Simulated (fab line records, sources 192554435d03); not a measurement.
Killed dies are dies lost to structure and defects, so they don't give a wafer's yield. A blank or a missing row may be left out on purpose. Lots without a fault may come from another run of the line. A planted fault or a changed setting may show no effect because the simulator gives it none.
Which tool did it? | flow n5_finfet | 10 lots, 28 wafers sampled, at 5 steps of a route of 1938

WHAT THE GAUGES READ, wafer by wafer
N5_STI_FIN_REVEAL_CD_MEAS_22: target cd 6.238 nm, pitch 28 nm.
lot  | measured    | on        | cd_nm (nm)
L229 | day 3 04:25 | cd_sem-02 | 6.11 5.87 5.41
L232 | day 3 20:13 | cd_sem-03 | 6.00 6.08
L237 | day 5 02:05 | cd_sem-03 | 7.58 6.99 7.33
L238 | day 5 10:04 | cd_sem-03 | 6.69 7.37 7.03
L239 | day 5 13:54 | cd_sem-01 | 7.36 7.18 7.45
L245 | day 7 02:10 | cd_sem-02 | 5.69 6.26 6.20
L247 | day 7 16:32 | cd_sem-02 | 5.99 6.70
L248 | day 7 22:47 | cd_sem-03 | 5.93 6.25 5.98
L249 | day 8 03:12 | cd_sem-03 | 6.24 6.50 6.65
L250 | day 8 07:47 | cd_sem-03 | 6.19 6.15 5.93

WHICH TOOL RAN EACH LOT (tool, then ch and the chambers of the sampled wafers, then the start)
lot  | N5_FIN_CUT_STRIP_22               | N5_STI_FIN_REVEAL_ETCHBACK_08     | N5_STI_FIN_REVEAL_STRIP_24        | N5_STI_FIN_REVEAL_OXIDATION_33
L229 | rie_diel-04 ch 1,2,3, day 2 18:09 | rie_diel-01 ch 0,1,2, day 3 01:29 | rie_diel-01 ch 0,1,2, day 3 01:32 | plasma_asher-01 ch 0,1, day 3 04:15
L232 | rie_diel-05 ch 2,3, day 3 09:56   | rie_diel-01 ch 0,1, day 3 17:17   | rie_diel-01 ch 0,1, day 3 17:19   | plasma_asher-01 ch 0,1, day 3 20:02
L237 | rie_diel-02 ch 0,3, day 4 16:28   | rie_diel-01 ch 0,3, day 4 23:10   | rie_diel-01 ch 0,3, day 4 23:12   | plasma_asher-01 ch 0,1, day 5 01:55
L238 | rie_diel-02 ch 0,1, day 5 00:49   | rie_diel-01 ch 0,2,3, day 5 07:08 | rie_diel-01 ch 0,2,3, day 5 07:11 | plasma_asher-01 ch 0,1, day 5 09:54
L239 | rie_diel-05 ch 1,2,3, day 5 04:55 | rie_diel-01 ch 0,2,3, day 5 10:59 | rie_diel-01 ch 0,2,3, day 5 11:01 | plasma_asher-01 ch 1, day 5 13:44
L245 | rie_diel-05 ch 0,1,3, day 6 17:22 | rie_diel-03 ch 1,2,3, day 6 23:13 | rie_diel-03 ch 1,2,3, day 6 23:14 | plasma_asher-02 ch 0,1, day 7 01:59
L247 | rie_diel-05 ch 1,2, day 7 06:25   | rie_diel-03 ch 0, day 7 13:37     | rie_diel-03 ch 0, day 7 13:40     | plasma_asher-01 ch 0,1, day 7 16:22
L248 | rie_diel-05 ch 0,1,2, day 7 13:55 | rie_diel-03 ch 0,1,3, day 7 19:44 | rie_diel-03 ch 0,1,3, day 7 19:48 | plasma_asher-02 ch 0,1, day 7 22:38
L249 | rie_diel-05 ch 0,1, day 7 18:26   | rie_diel-06 ch 1,2, day 8 00:16   | rie_diel-06 ch 1,2, day 8 00:18   | plasma_asher-01 ch 0,1, day 8 03:02
L250 | rie_diel-02 ch 1,2, day 7 22:27   | rie_diel-03 ch 0,1,3, day 8 04:31 | rie_diel-03 ch 0,1,3, day 8 04:32 | plasma_asher-01 ch 0, day 8 07:37
- N5_FIN_CUT_STRIP_22: strips in N2/H2.
- N5_STI_FIN_REVEAL_ETCHBACK_08: etches SiO2 in C4F6/O2, target depth 30.5 nm, time 10.167 s.
- N5_STI_FIN_REVEAL_STRIP_24: strips in N2/H2, time 90 s.
- N5_STI_FIN_REVEAL_OXIDATION_33: chemistry O2 PLASMA REMOTE, time 20 s.

THE ANSWER, worked out from the rows above alone
Rule: what is usual is taken from the lots themselves. Put in order of their means at a reading, lots are off if they are a third of the lots or fewer, leave a main group of 4 or more, and stand apart from it by a gap of 3 or more times the standard deviation of the main group's means; of several such gaps the widest counts. A main group whose means are all the same, to the digits that the tables above print for the reading, isn't used. A lot without any number at a reading at which 4 lots or more have one is off too. The other lots that the step has rows for count as sound.
No lot is off at any reading shown: from this, nothing can be told.

WHAT THE SIMULATOR HAD PUT IN
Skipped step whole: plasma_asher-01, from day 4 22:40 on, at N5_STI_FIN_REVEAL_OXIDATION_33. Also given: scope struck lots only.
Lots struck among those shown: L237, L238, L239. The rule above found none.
